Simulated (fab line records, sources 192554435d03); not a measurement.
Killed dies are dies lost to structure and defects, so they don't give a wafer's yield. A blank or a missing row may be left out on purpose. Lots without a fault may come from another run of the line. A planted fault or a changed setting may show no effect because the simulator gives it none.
Chamber matching | flow n5_finfet | N5_BEOL_M8_VIA_ETCH_34 on rie_diel-04: 4 sister chambers
The step etches SiCOH lowk in C4F6/O2, target depth 125.5 nm, time 50.5 s. 14 wafers are shown with their chamber, then 7 later ones without.

WAFERS WITH THEIR CHAMBER
wafer  | chamber | showerhead_plenum_p_Torr (Torr) | drypump_motor_current_A (A) | rf_vpp_V (V)
L075.1 | 1       | 2.76                            | 6.3                         | 652
L075.4 | 2       | 2.80                            | 6.1                         | 679
L075.6 | 0       | 3.03                            | 5.8                         | 666
L076.1 | 3       | 2.88                            | 5.1                         | 685
L076.3 | 0       | 3.03                            | 5.8                         | 664
L076.5 | 1       | 2.75                            | 6.3                         | 652
L084.2 | 1       | 2.75                            | 6.3                         | 652
L084.3 | 2       | 2.79                            | 6.1                         | 679
L084.5 | 0       | 3.03                            | 5.7                         | 666
L086.3 | 3       | 2.87                            | 5.2                         | 686
L086.5 | 0       | 3.02                            | 5.8                         | 668
L086.6 | 1       | 2.74                            | 6.3                         | 653
L090.1 | 1       | 2.74                            | 6.3                         | 653
L090.5 | 2       | 2.79                            | 6.1                         | 680

SIGNATURES (means of the wafers above)
reading                  | chamber 0 | chamber 1 | chamber 2 | chamber 3 | scatter within a chamber
showerhead_plenum_p_Torr | 3.0275    | 2.7480    | 2.7933    | 2.8750    | 0.00687
drypump_motor_current_A  | 5.775     | 6.300     | 6.100     | 5.150     | 0.0354
rf_vpp_V                 | 666.00    | 652.40    | 679.33    | 685.50    | 1.02
Rule: a wafer's distance from a chamber is the root of the sum, over the readings, of the square of ((its reading less the chamber's mean) divided by the reading's scatter). The wafer belongs to the nearest chamber; if the next one is less than 2 further off, it can't be placed. The scatter: the root of (the sum of the squares of (reading less its chamber's mean) over the shown wafers, divided by (wafers less chambers)).

WAFERS WITHOUT THEIR CHAMBER
wafer  | showerhead_plenum_p_Torr (Torr) | drypump_motor_current_A (A) | rf_vpp_V (V)
L090.6 | 2.74                            | 6.3                         | 652
L093.1 | 3.01                            | 5.8                         | 666
L093.3 | 2.74                            | 6.3                         | 653
L093.5 | 2.78                            | 6.1                         | 679
L091.1 | 2.78                            | 6.1                         | 680
L091.2 | 2.74                            | 6.3                         | 654
L091.4 | 2.86                            | 5.1                         | 685

WHICH CHAMBER EACH WENT THROUGH
wafer  | from the rows above | in truth
L090.6 | 1                   | 1
L093.1 | 0                   | 0
L093.3 | 1                   | 1
L093.5 | 2                   | 2
L091.1 | 2                   | 2
L091.2 | 1                   | 1
L091.4 | 3                   | 3
Placed correctly: 7 of 7. Can't be placed from these rows: 0. Placed wrongly: 0.
